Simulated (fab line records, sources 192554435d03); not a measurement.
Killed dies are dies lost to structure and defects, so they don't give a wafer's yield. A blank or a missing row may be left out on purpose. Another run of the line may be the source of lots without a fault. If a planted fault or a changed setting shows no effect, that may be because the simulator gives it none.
Split-lot experiment	flow n5-finfet	on a route of 1938 steps: 7 lots, 39 wafers read

== SPLIT DETAILS ==
At N5_DUMMY_GATE_ETCH_37 (etches SOC in N2/H2, target depth 60 nm, overetch 30 nm), the setting source-w was moved away from the recipe's 840 W on 15 of the 39 wafers read, by -7.2% to +17.3%. This setting was run at the recipe's value on the other wafers.

The reading is taken at the split's own step.

== THE READING ==
rf-vpp-V, in V, at N5_DUMMY_GATE_ETCH_37 (etches SOC in N2/H2, target depth 60 nm, overetch 30 nm). Typical for fault-free wafers on this fab line: 524.1 V, with standard deviation 2.9 V.

wafer	tool, chamber at the split	source-w as run, W	against the recipe	rf-vpp-V, V	against lot-mates on the recipe
L076.1	rie-diel-06, 1	840	recipe	519.3	-
L076.2	rie-diel-06, 0	779.3	-7.2%	538.6	+18.8
L076.3	rie-diel-06, 3	779.3	-7.2%	536.0	+16.2
L076.4	rie-diel-06, 2	840	recipe	520.0	-
L076.5	rie-diel-06, 2	840	recipe	520.1	-
L076.6	rie-diel-06, 3	779.3	-7.2%	537.1	+17.3
L077.1	rie-diel-06, 3	950.1	+13.1%	502.2	-20.1
L077.2	rie-diel-06, 2	840	recipe	520.6	-
L077.3	rie-diel-06, 1	840	recipe	518.2	-
L077.4	rie-diel-06, 0	840	recipe	528.2	-
L077.5	rie-diel-06, 2	950.1	+13.1%	498.1	-24.2
L077.6	rie-diel-06, 3	950.1	+13.1%	503.3	-19.0
L081.1	rie-diel-04, 2	840	recipe	525.4	-
L081.2	rie-diel-04, 1	944.8	+12.5%	506.1	-20.0
L081.3	rie-diel-04, 0	840	recipe	526.5	-
L081.4	rie-diel-04, 3	944.8	+12.5%	505.2	-20.9
L081.5	rie-diel-04, 0	944.8	+12.5%	506.0	-20.1
L081.6	rie-diel-04, 3	840	recipe	526.4	-
L083.1	rie-diel-04, 1	840	recipe	527.7	-
L083.2	rie-diel-04, 2	840	recipe	525.2	-
L083.3	rie-diel-04, 0	840	recipe	527.2	-
L083.4	rie-diel-04, 3	840	recipe	526.2	-
L083.5	rie-diel-04, 0	840	recipe	527.7	-
L083.6	rie-diel-04, 3	840	recipe	526.0	-
L086.1	rie-diel-06, 0	840	recipe	527.2	-
L086.4	rie-diel-06, 2	840	recipe	519.2	-
L086.5	rie-diel-06, 3	840	recipe	522.3	-
L088.1	rie-diel-04, 2	782.2	-6.9%	537.3	+10.6
L088.2	rie-diel-04, 0	840	recipe	528.6	-
L088.3	rie-diel-04, 3	840	recipe	527.5	-
L088.4	rie-diel-04, 1	782.2	-6.9%	537.7	+11.0
L088.5	rie-diel-04, 2	840	recipe	524.0	-
L088.6	rie-diel-04, 3	782.2	-6.9%	538.4	+11.7
L093.1	rie-diel-06, 1	985.4	+17.3%	491.9	-35.2
L093.2	rie-diel-06, 0	840	recipe	526.1	-
L093.3	rie-diel-06, 3	985.4	+17.3%	495.3	-31.8
L093.4	rie-diel-06, 2	840	recipe	528.5	-
L093.5	rie-diel-06, 1	985.4	+17.3%	492.3	-34.8
L093.6	rie-diel-06, 0	840	recipe	526.6	-

THE FIT
A straight line over all 39 wafers: rf-vpp-V changes by -1.76 V for each +1% of source-w; r = -0.97; the points scatter about the line by 3 V.
The same after taking each lot's own level away (the mean of its wafers on the recipe; 39 wafers): -1.83 V for each +1%; r = -0.98; scatter 2.6 V.
On that fit, the largest move of source-w shifts the reading by 32 V.
Measured against the standard deviation above, the lots' own levels, which go from 519.80 to 527.07 V, span 2.5 times it.
The two slopes are in agreement: the lot-to-lot level therefore moves the slope only a little.
Check: for one of the wafers moved furthest among these (+17.3%), held out of the fit, the line's prediction against its lot-mates is -30.7 V. Against them it came out at -35.2 V.
Tool readings at the split's step, against how far the setting was moved: rf-vpp-V r = -0.97.

== FURTHER SPLITS ON THESE WAFERS ==
Before the reading, these wafers also passed through other splits. Each is held against what the fit with the lots' levels taken away leaves over:
other split on the same wafers	wafers away from the commonest value	r with rf-vpp-V (lot level and that fit taken away)
N5_FIN_SAQP_ETCH_65 time-s	15	-0.01
N5_FIN_SAQP_ETCH_64 bias-w	15	-0.02

== THE FILE'S OWN FIT ==
rf-vpp-V changes by -1.82 V for each +1% of source-w, r = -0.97.
